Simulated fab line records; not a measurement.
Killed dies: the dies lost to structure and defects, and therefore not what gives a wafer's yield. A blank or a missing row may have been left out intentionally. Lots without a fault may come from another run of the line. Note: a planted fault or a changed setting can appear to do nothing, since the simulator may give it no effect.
Problem report, 8D (eight disciplines) form, completed by code + flow n5Finfet + the parts of the form that need people (team, actions taken, sign-off) are left out

== 1. THE ISSUE ==
At N5_BEOL_M7_COAT_60, spinSpeedRpm averages 1443.0 rpm over 6 wafers from 2 lots, while fault-free wafers read 1500.1 rpm, standard deviation 0.81. That puts it -71 standard deviations away from the usual mean.
The step: time 60 s, resist thk 35 nm.
Earliest sighting: wafer L318.1 on lithoTrack-04 at day 12 14:07. The record has a number at this step for 36 wafers belonging to 12 lots. Rule for "out" (also "out of limits"): further than 4 standard deviations from the usual mean. All remaining wafers that have a number are taken as sound.

== 2. WHAT IT IS, AND WHAT IT ISN'T ==
| question                    | is                     | is not                                                                                 |
|-----------------------------|------------------------|----------------------------------------------------------------------------------------|
| which readings at this step | spinSpeedRpm           | -                                                                                      |
| which lots                  | L318, L319             | L302, L304, L307, L308, L309, L310, L322, L323, L324, L325                             |
| which wafers of those lots  | all that have a number | -                                                                                      |
| read on which tools         | lithoTrack-04          | lithoTrack-01, lithoTrack-02                                                           |
| when                        | from day 12 14:07      | up to then (18 sound wafers); but 12 sound wafers of L322, L323, L324, L325 came after |

== 3. SUSPECTS, AND WHAT RULES EACH OUT ==
Counting: a tool at a process step up to the reading stays a suspect if it ran every lot that is out and no sound lot after the first of them.
- lithoTrack-04 at N5_BEOL_M7_COAT_60 (time 60 s, resist thk 35 nm): kept. It ran every lot that is out, first L318 (day 12 14:07), and no sound lot after that; its last sound lot up to then is L309 (day 10 13:26). Out on those wafers are its own readings of spinSpeedRpm.
After counting, what remains is lithoTrack-04 at N5_BEOL_M7_COAT_60.

== 4. THE CAUSE (what the simulator had put in) ==
Drift in process parameters on lithoTrack-04 at N5_BEOL_M7_COAT_60, starting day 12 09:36. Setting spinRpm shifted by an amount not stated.
Counting left only this tool.

== 5. SEQUENCE OF EFFECTS, ordered by route ==
One row per reading whose mean, taken over the struck wafers that have a number, lies over 3 standard deviations from the usual. Scope: only readings with a usual standard deviation given in the record; hours: median across lots of the time from each lot's start at the first step in this table that gives one to its start at this step; sigmas: change in usual standard deviations.
| hours | step               | reading      | usual      | on struck wafers | change | sigmas |
|-------|--------------------|--------------|------------|------------------|--------|--------|
| 0     | N5_BEOL_M7_COAT_60 | spinSpeedRpm | 1500.1 rpm | 1443.0           | -57.1  | -71    |
Here are the process steps it includes:
- N5_BEOL_M7_COAT_60: time 60 s, resist thk 35 nm.

== 6. WHAT WOULD HAVE CAUGHT IT SOONER ==
First out-of-limits reading in this record: day 12 14:07, which is 5 hours after fault onset at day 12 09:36.
